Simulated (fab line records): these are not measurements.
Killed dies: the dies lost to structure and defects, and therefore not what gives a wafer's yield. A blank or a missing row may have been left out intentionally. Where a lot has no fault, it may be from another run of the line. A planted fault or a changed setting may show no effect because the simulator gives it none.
Commonality check across tools | flow n5Finfet | 10 lots, 30 wafers sampled

## WHAT PROMPTED THE OPENING
At N5_BEOL_M4_RC_MEAS_101 the reading CJ_N is flagged on 2 of 10 lots. No-fault wafers: 4.34, standard deviation 0.071.
Rule: flag the lot when none of its wafers has a number, or when each of its wafers that has one lies beyond 4 standard deviations from that mean. As for the other lots, they are considered sound.

lot  | measured     | on        | CJ_N, wafer by wafer | flag
L453 | day 8 00:16  | prober-01 | 4.39 4.35 4.29       | 
L456 | day 8 05:05  | prober-02 | 4.29 4.32 4.29       | 
L454 | day 8 05:33  | prober-01 | 4.38 4.25 4.32       | 
L457 | day 9 11:14  | prober-01 | 4.25 4.20 4.24       | 
L463 | day 9 23:08  | prober-02 | 4.26 4.26 4.30       | 
L467 | day 11 11:57 | prober-01 | 4.90 4.88 4.94       | FLAGGED
L469 | day 11 15:38 | prober-01 | 4.87 5.01 4.90       | FLAGGED
L468 | day 11 23:32 | prober-02 | 4.38 4.39 4.34       | 
L471 | day 12 07:06 | prober-01 | 4.35 4.40 4.41       | 
L476 | day 13 18:34 | prober-02 | 4.32 4.30 4.30       | 
On average the flagged lots' numbers are 4.92, which is +0.58 against the usual, or +8 standard deviations.

## TOOL THAT RAN EACH LOT
Before the reading, the record contains 2 process steps out of a 1938-step route. Read each cell as the tool, then ch plus the chambers that the sampled wafers visited, then the start.
lot  | flag    | N5_ZERO_LAYER_PECVD_02         | N5_WELL_APT_IMPLANT_32
L453 |         | pecvd-02 ch 0,1,2, day 1 12:17 | implanter-01 ch 0, day 1 15:15
L456 |         | pecvd-03 ch 1,2, day 2 06:17   | implanter-01 ch 0, day 2 09:04
L454 |         | pecvd-01 ch 0,1,2, day 1 18:17 | implanter-02 ch 0, day 1 21:17
L457 |         | pecvd-02 ch 1,2, day 2 12:17   | implanter-02 ch 0, day 2 15:38
L463 |         | pecvd-03 ch 0,1, day 4 00:19   | implanter-01 ch 0, day 4 03:39
L467 | FLAGGED | pecvd-02 ch 0,2, day 5 00:17   | implanter-01 ch 0, day 5 03:13
L469 | FLAGGED | pecvd-01 ch 1,2, day 5 12:17   | implanter-01 ch 0, day 5 16:00
L468 |         | pecvd-02 ch 0,1, day 5 06:28   | implanter-02 ch 0, day 5 09:25
L471 |         | pecvd-01 ch 1,2, day 6 00:17   | implanter-02 ch 0, day 6 04:05
L476 |         | pecvd-02 ch 0,1,2, day 7 06:17 | implanter-02 ch 0, day 7 09:10
What the steps here do:
- N5_ZERO_LAYER_PECVD_02: deposits SiO2 from SiH4/N2O, target thk 10 nm, time 6 s.
- N5_WELL_APT_IMPLANT_32
- N5_BEOL_M4_RC_MEAS_101

## FLAGGED OVER TOTAL, TOOL BY TOOL (the gauges that took the reading come last)
step                   | tool         | lots run | flagged | share of the flagged lots | sound lots run after its first flagged lot
N5_ZERO_LAYER_PECVD_02 | pecvd-01     | 3        | 1       | some                      | 1 (L471)
N5_ZERO_LAYER_PECVD_02 | pecvd-02     | 5        | 1       | some                      | 2 (L468,L476)
N5_ZERO_LAYER_PECVD_02 | pecvd-03     | 2        | 0       | none                      | -
N5_WELL_APT_IMPLANT_32 | implanter-01 | 5        | 2       | all                       | 0
N5_WELL_APT_IMPLANT_32 | implanter-02 | 5        | 0       | none                      | -
N5_BEOL_M4_RC_MEAS_101 | prober-01    | 6        | 2       | all                       | 1 (L471)
N5_BEOL_M4_RC_MEAS_101 | prober-02    | 4        | 0       | none                      | -

## WHAT IS ALLOWED BY THE TABLE
Rows of the table that ran all the flagged lots, 2 in number: implanter-01 at N5_WELL_APT_IMPLANT_32; prober-01 at N5_BEOL_M4_RC_MEAS_101.
- implanter-01 at N5_WELL_APT_IMPLANT_32: 2 of its 5 lots flagged. It ran its last sound lot, L463, at day 4 03:39 and its first flagged lot, L467, at day 5 03:13: a fault with its onset between the two fits. Its own readings (doseIonsCm2, faradayCurrentUA) fall more than 4 standard deviations out on all wafers of the flagged lots.
- prober-01 at N5_BEOL_M4_RC_MEAS_101: 2 of its 6 lots flagged. Sound lots followed the first flagged one (L471) on it, something a lasting fault affecting the whole tool could not allow.
Left over: one tool, implanter-01 at N5_WELL_APT_IMPLANT_32.

## WHAT HAD BEEN PUT IN BY THE SIMULATOR
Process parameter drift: implanter-01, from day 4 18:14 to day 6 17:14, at N5_WELL_APT_IMPLANT_32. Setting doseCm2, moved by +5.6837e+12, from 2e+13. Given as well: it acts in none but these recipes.
Lots struck among those shown: L467, L469. The rule above reached the same finding.
